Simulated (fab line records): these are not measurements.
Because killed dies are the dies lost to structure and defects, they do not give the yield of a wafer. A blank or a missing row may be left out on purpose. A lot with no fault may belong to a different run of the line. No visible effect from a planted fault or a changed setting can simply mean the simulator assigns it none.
Problem report in the 8D (eight disciplines) form, filled by code / flow n5-finfet / the parts of the form that need people (team, actions taken, sign-off) are left out

== 1. THE PROBLEM ==
Mean of etch-rf-on-time-s at N5_MOL_CONTACT_COAG_ETCH_47: 18.8 s across 3 wafers in 2 lots; on wafers with no fault it is 31.5 s (standard deviation 0.71). Relative to the usual mean, that is a shift of -18 standard deviations.
The step: etches SiNx in CH3F/O2, stops on W, target depth 27 nm.
Earliest sighting: wafer L469.1 on rie-diel-01 at day 8 03:17. The record has a number at this step for 29 wafers belonging to 10 lots. Rule for "out", or "out of limits": more than 4 standard deviations from the usual mean. The rest of the wafers with a number are treated as sound.

== 2. WHAT IT IS, WHAT IT ISN'T ==
question=which readings at this step | is=etch-rf-on-time-s, oes-product-au | is not=drypump-motor-current-A, rf-vpp-V, showerhead-plenum-p-Torr, throttle-valve-pct
question=which lots | is=L469, L470 | is not=L459, L461, L473, L474, L475, L476, L477, L482
question=which wafers of those lots | is=L469.1, L469.6, L470.6 | is not=L469.3, L470.1, L470.2
question=read on which tools | is=rie-diel-01 | is not=rie-diel-03, rie-diel-06
question=when | is=from day 8 03:17 | is not=up to then (7 sound wafers); but 19 sound wafers of L470, L473, L474, L475, L476, L477, L482 came after

== 3. WHAT RULES OUT EACH SUSPECT ==
Counting: if a tool at a process step up to the reading ran every lot that is out, it stays a suspect. Sound lots after the first of them don't rule it out here, since some wafers of a struck lot are sound.
- rie-diel-06 at N5_MOL_CONTACT_COAG_DESCUM_88 (chemistry O2, time 7 s): kept. It processed each lot that is out (first: L469, day 8 02:40); up to then, its last sound lot is L461 (day 5 22:13).
- rie-diel-01 at N5_MOL_CONTACT_COAG_VIA_ETCH_46 (etches SiO2 in C4F6/O2, target depth 46 nm, overetch 9.2 nm, time 40 s): kept. It processed each lot that is out (first: L469, day 8 03:10); up to then, its last sound lot is L461 (day 5 22:41).
- rie-diel-01 at N5_MOL_CONTACT_COAG_STRIP_96 (strips in N2/H2): kept. It processed each lot that is out (first: L469, day 8 03:14); up to then, its last sound lot is L461 (day 5 22:44).
- rie-diel-01 at N5_MOL_CONTACT_COAG_ETCH_47 (etches SiNx in CH3F/O2, stops on W, target depth 27 nm): kept. It processed each lot that is out (first: L469, day 8 03:17); up to then, its last sound lot is L461 (day 5 22:47). On those wafers its own readings are out: etch-rf-on-time-s, oes-product-au.
- Within rie-diel-06 at N5_MOL_CONTACT_COAG_DESCUM_88: the wafers that are out ran in chambers 0, 1; their sound lot-mates ran in chambers 2, 3.
- Within rie-diel-01 at N5_MOL_CONTACT_COAG_VIA_ETCH_46: the wafers that are out ran in chamber 2; their sound lot-mates ran in chambers 0, 3.
- Within rie-diel-01 at N5_MOL_CONTACT_COAG_STRIP_96: the wafers that are out ran in chamber 2; their sound lot-mates ran in chambers 0, 3.
- Within rie-diel-01 at N5_MOL_CONTACT_COAG_ETCH_47: the wafers that are out ran in chamber 2; their sound lot-mates ran in chambers 0, 3.
Left after counting: rie-diel-06 at N5_MOL_CONTACT_COAG_DESCUM_88, rie-diel-01 at N5_MOL_CONTACT_COAG_VIA_ETCH_46, rie-diel-01 at N5_MOL_CONTACT_COAG_STRIP_96, rie-diel-01 at N5_MOL_CONTACT_COAG_ETCH_47.

== 4. THE CAUSE (what the simulator had put in) ==
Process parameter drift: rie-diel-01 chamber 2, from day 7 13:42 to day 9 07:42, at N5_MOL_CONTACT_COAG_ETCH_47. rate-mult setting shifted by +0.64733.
This tool is one of the 4 suspects left after counting.

== 5. SEQUENCE OF EFFECTS, ordered by route ==
Each row: a reading whose mean over the struck wafers that have a number lies more than 3 standard deviations from the usual. Only readings whose record carries a usual standard deviation are examined. hours: median over the lots of the time between each lot's start at the first step of this table that gives one and its start at this step. sigmas: the change, counted in usual standard deviations.
hours=0; step=N5_MOL_CONTACT_COAG_ETCH_47; reading=etch-rf-on-time-s; usual=31.5 s; on struck wafers=18.8; change=-12.7; sigmas=-18
hours=0; step=N5_MOL_CONTACT_COAG_ETCH_47; reading=oes-product-au; usual=0.69 a.u.; on struck wafers=1.12; change=+0.43; sigmas=+7.1
The process steps in it:
- N5_MOL_CONTACT_COAG_ETCH_47: etches SiNx in CH3F/O2, stops on W, target depth 27 nm.

== 6. WHAT WOULD HAVE CAUGHT IT SOONER ==
First out-of-limits reading in this record: day 8 03:17, which is 14 hours after fault onset at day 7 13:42.
